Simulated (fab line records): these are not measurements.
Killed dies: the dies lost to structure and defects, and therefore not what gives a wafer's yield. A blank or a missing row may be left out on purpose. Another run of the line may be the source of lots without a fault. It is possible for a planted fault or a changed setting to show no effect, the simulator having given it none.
Matching of chambers || flow nand_harc || NHARC_A_CHANNEL_FILL_D2_CMP_10 on cmp-02: 4 sister chambers
The step polishes, target thk 150 nm. 20 wafers are shown with their chamber, then 10 later ones without.

## WAFERS, EACH WITH ITS CHAMBER
{"wafer": "L074.1", "chamber": 3, "motor_current_A (A)": 10.6, "time_to_endpoint_s (s)": 12.0, "retaining_ring_pressure_frac": 1.000}
{"wafer": "L074.3", "chamber": 1, "motor_current_A (A)": 12.8, "time_to_endpoint_s (s)": 12.9, "retaining_ring_pressure_frac": 0.999}
{"wafer": "L074.6", "chamber": 1, "motor_current_A (A)": 12.2, "time_to_endpoint_s (s)": 11.8, "retaining_ring_pressure_frac": 0.997}
{"wafer": "L077.1", "chamber": 2, "motor_current_A (A)": 12.5, "time_to_endpoint_s (s)": 13.2, "retaining_ring_pressure_frac": 0.999}
{"wafer": "L077.2", "chamber": 3, "motor_current_A (A)": 10.6, "time_to_endpoint_s (s)": 13.1, "retaining_ring_pressure_frac": 0.996}
{"wafer": "L077.3", "chamber": 1, "motor_current_A (A)": 11.9, "time_to_endpoint_s (s)": 12.4, "retaining_ring_pressure_frac": 1.001}
{"wafer": "L078.2", "chamber": 2, "motor_current_A (A)": 11.8, "time_to_endpoint_s (s)": 18.7, "retaining_ring_pressure_frac": 0.997}
{"wafer": "L078.4", "chamber": 1, "motor_current_A (A)": 12.3, "time_to_endpoint_s (s)": 16.9, "retaining_ring_pressure_frac": 0.999}
{"wafer": "L078.6", "chamber": 0, "motor_current_A (A)": 13.4, "time_to_endpoint_s (s)": 17.7, "retaining_ring_pressure_frac": 0.998}
{"wafer": "L084.3", "chamber": 2, "motor_current_A (A)": 11.5, "time_to_endpoint_s (s)": 15.7, "retaining_ring_pressure_frac": 0.998}
{"wafer": "L084.5", "chamber": 0, "motor_current_A (A)": 14.1, "time_to_endpoint_s (s)": 16.7, "retaining_ring_pressure_frac": 1.003}
{"wafer": "L084.6", "chamber": 3, "motor_current_A (A)": 10.5, "time_to_endpoint_s (s)": 15.3, "retaining_ring_pressure_frac": 0.997}
{"wafer": "L086.1", "chamber": 3, "motor_current_A (A)": 10.5, "time_to_endpoint_s (s)": 14.6, "retaining_ring_pressure_frac": 1.003}
{"wafer": "L086.5", "chamber": 3, "motor_current_A (A)": 10.6, "time_to_endpoint_s (s)": 12.2, "retaining_ring_pressure_frac": 1.002}
{"wafer": "L086.6", "chamber": 2, "motor_current_A (A)": 11.4, "time_to_endpoint_s (s)": 15.8, "retaining_ring_pressure_frac": 1.000}
{"wafer": "L087.1", "chamber": 3, "motor_current_A (A)": 10.7, "time_to_endpoint_s (s)": 14.9, "retaining_ring_pressure_frac": 0.996}
{"wafer": "L087.3", "chamber": 0, "motor_current_A (A)": 14.1, "time_to_endpoint_s (s)": 13.8, "retaining_ring_pressure_frac": 0.999}
{"wafer": "L087.6", "chamber": 2, "motor_current_A (A)": 12.6, "time_to_endpoint_s (s)": 15.0, "retaining_ring_pressure_frac": 1.014}
{"wafer": "L089.3", "chamber": 1, "motor_current_A (A)": 12.3, "time_to_endpoint_s (s)": 10.1, "retaining_ring_pressure_frac": 1.008}
{"wafer": "L089.5", "chamber": 1, "motor_current_A (A)": 13.1, "time_to_endpoint_s (s)": 11.6, "retaining_ring_pressure_frac": 0.998}

SIGNATURES (averages over the wafers above)
{"reading": "motor_current_A", "chamber 0": 13.867, "chamber 1": 12.433, "chamber 2": 11.960, "chamber 3": 10.583, "scatter within a chamber": 0.4}
{"reading": "time_to_endpoint_s", "chamber 0": 16.067, "chamber 1": 12.617, "chamber 2": 15.680, "chamber 3": 13.683, "scatter within a chamber": 1.95}
{"reading": "retaining_ring_pressure_frac", "chamber 0": 1.00000, "chamber 1": 1.00033, "chamber 2": 1.00160, "chamber 3": 0.99900, "scatter within a chamber": 0.0046}
Rule: distance of a wafer from a chamber = root of the sum over the readings of ((wafer's reading minus chamber's mean) / reading's scatter) squared. If the next closest chamber is less than 2 further off than the closest, the wafer can't be placed; otherwise it belongs to the closest. The scatter is the square root of a quotient: the sum, over the shown wafers, of each reading's squared deviation from its chamber's mean, divided by wafers minus chambers.

## WAFERS WHOSE CHAMBER IS MISSING
{"wafer": "L089.6", "motor_current_A (A)": 14.1, "time_to_endpoint_s (s)": 13.5, "retaining_ring_pressure_frac": 1.010}
{"wafer": "L091.3", "motor_current_A (A)": 13.8, "time_to_endpoint_s (s)": 19.5, "retaining_ring_pressure_frac": 1.001}
{"wafer": "L091.5", "motor_current_A (A)": 12.6, "time_to_endpoint_s (s)": 14.2, "retaining_ring_pressure_frac": 1.004}
{"wafer": "L091.6", "motor_current_A (A)": 12.3, "time_to_endpoint_s (s)": 15.1, "retaining_ring_pressure_frac": 1.006}
{"wafer": "L096.1", "motor_current_A (A)": 12.8, "time_to_endpoint_s (s)": 14.1, "retaining_ring_pressure_frac": 0.997}
{"wafer": "L096.2", "motor_current_A (A)": 11.9, "time_to_endpoint_s (s)": 16.1, "retaining_ring_pressure_frac": 0.997}
{"wafer": "L096.3", "motor_current_A (A)": 10.4, "time_to_endpoint_s (s)": 14.3, "retaining_ring_pressure_frac": 0.997}
{"wafer": "L097.2", "motor_current_A (A)": 10.7, "time_to_endpoint_s (s)": 13.2, "retaining_ring_pressure_frac": 1.006}
{"wafer": "L097.4", "motor_current_A (A)": 13.2, "time_to_endpoint_s (s)": 12.8, "retaining_ring_pressure_frac": 0.994}
{"wafer": "L097.6", "motor_current_A (A)": 13.9, "time_to_endpoint_s (s)": 16.6, "retaining_ring_pressure_frac": 0.996}

## WHICH CHAMBER EACH ONE RAN IN
{"wafer": "L089.6", "from the rows above": 0, "in truth": 0}
{"wafer": "L091.3", "from the rows above": 0, "in truth": 0}
{"wafer": "L091.5", "from the rows above": "can't be placed: 1 or 2", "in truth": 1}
{"wafer": "L091.6", "from the rows above": "can't be placed: 2 or 1", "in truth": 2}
{"wafer": "L096.1", "from the rows above": "can't be placed: 1 or 2 or 0", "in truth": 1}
{"wafer": "L096.2", "from the rows above": "can't be placed: 2 or 1", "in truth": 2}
{"wafer": "L096.3", "from the rows above": 3, "in truth": 3}
{"wafer": "L097.2", "from the rows above": "can't be placed: 3 or 2", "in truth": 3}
{"wafer": "L097.4", "from the rows above": "can't be placed: 1 or 0 or 2", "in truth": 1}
{"wafer": "L097.6", "from the rows above": 0, "in truth": 0}
Placed correctly: 4 of 10. From these rows, 6 cannot be placed; in 6 the true chamber is one of the candidates. Wrongly placed: 0.
